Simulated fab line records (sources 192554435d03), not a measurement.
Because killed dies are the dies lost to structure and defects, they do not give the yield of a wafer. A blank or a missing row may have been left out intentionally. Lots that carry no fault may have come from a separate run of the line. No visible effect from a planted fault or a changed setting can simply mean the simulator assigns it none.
Matching of chambers -- flow n5_finfet -- rie_diel-01 running N5_DUMMY_REMOVAL_STRIP_10: 4 sister chambers
The step strips in N2/H2, time 40 s. 20 wafers are shown with their chamber, then 10 later ones without.

EACH WAFER AND ITS CHAMBER
wafer,chamber,showerhead_plenum_p_Torr (Torr),drypump_motor_current_A (A),throttle_valve_pct (%)
L074.2,2,3.53,5.5,12.49
L074.3,0,3.39,5.7,12.42
L074.6,0,3.39,5.7,12.42
L078.1,3,3.25,6.5,12.36
L078.2,1,3.38,6.1,12.53
L078.3,0,3.39,5.7,12.45
L079.2,3,3.25,6.5,12.35
L079.4,0,3.39,5.8,12.42
L079.6,1,3.37,6.0,12.54
L085.2,2,3.52,5.5,12.55
L085.3,3,3.24,6.4,12.39
L085.6,2,3.52,5.5,12.53
L086.2,3,3.24,6.5,12.39
L086.3,0,3.38,5.7,12.48
L086.4,1,3.37,6.1,12.56
L088.2,3,3.24,6.5,12.38
L088.5,1,3.37,6.0,12.57
L088.6,2,3.51,5.5,12.55
L090.2,0,3.38,5.7,12.50
L090.3,2,3.51,5.5,12.57

SIGNATURES (averages over the wafers above)
reading,chamber 0,chamber 1,chamber 2,chamber 3,scatter within a chamber
showerhead_plenum_p_Torr,3.3867,3.3725,3.5180,3.2440,0.00617
drypump_motor_current_A,5.717,6.050,5.500,6.480,0.0406
throttle_valve_pct,12.4483,12.5500,12.5380,12.3740,0.0275
Rule: for each reading, subtract the chamber's mean from the wafer's reading, divide by that reading's scatter and square the result; add these up over the readings and take the root, which gives the wafer's distance from the chamber. If the next closest chamber is less than 2 further off than the closest, the wafer can't be placed; otherwise it belongs to the closest. The scatter: take each reading less its chamber's mean, square it, sum over the shown wafers, divide by the number of wafers less the number of chambers, and take the root.

WAFERS WHOSE CHAMBER IS MISSING
wafer,showerhead_plenum_p_Torr (Torr),drypump_motor_current_A (A),throttle_valve_pct (%)
L090.4,3.37,6.1,12.58
L092.4,3.51,5.5,12.57
L092.5,3.36,6.1,12.58
L092.6,3.37,5.7,12.51
L093.1,3.36,6.1,12.57
L093.2,3.37,5.7,12.51
L093.4,3.51,5.5,12.56
L094.1,3.51,5.5,12.59
L094.2,3.24,6.5,12.42
L094.3,3.36,6.1,12.58

EACH ONE'S CHAMBER
wafer,from the rows above,in truth
L090.4,1,1
L092.4,2,2
L092.5,1,1
L092.6,0,0
L093.1,1,1
L093.2,0,0
L093.4,2,2
L094.1,2,2
L094.2,3,3
L094.3,1,1
Correctly placed: 10 of 10. Left unplaced by these rows: 0. Placed wrongly: 0.
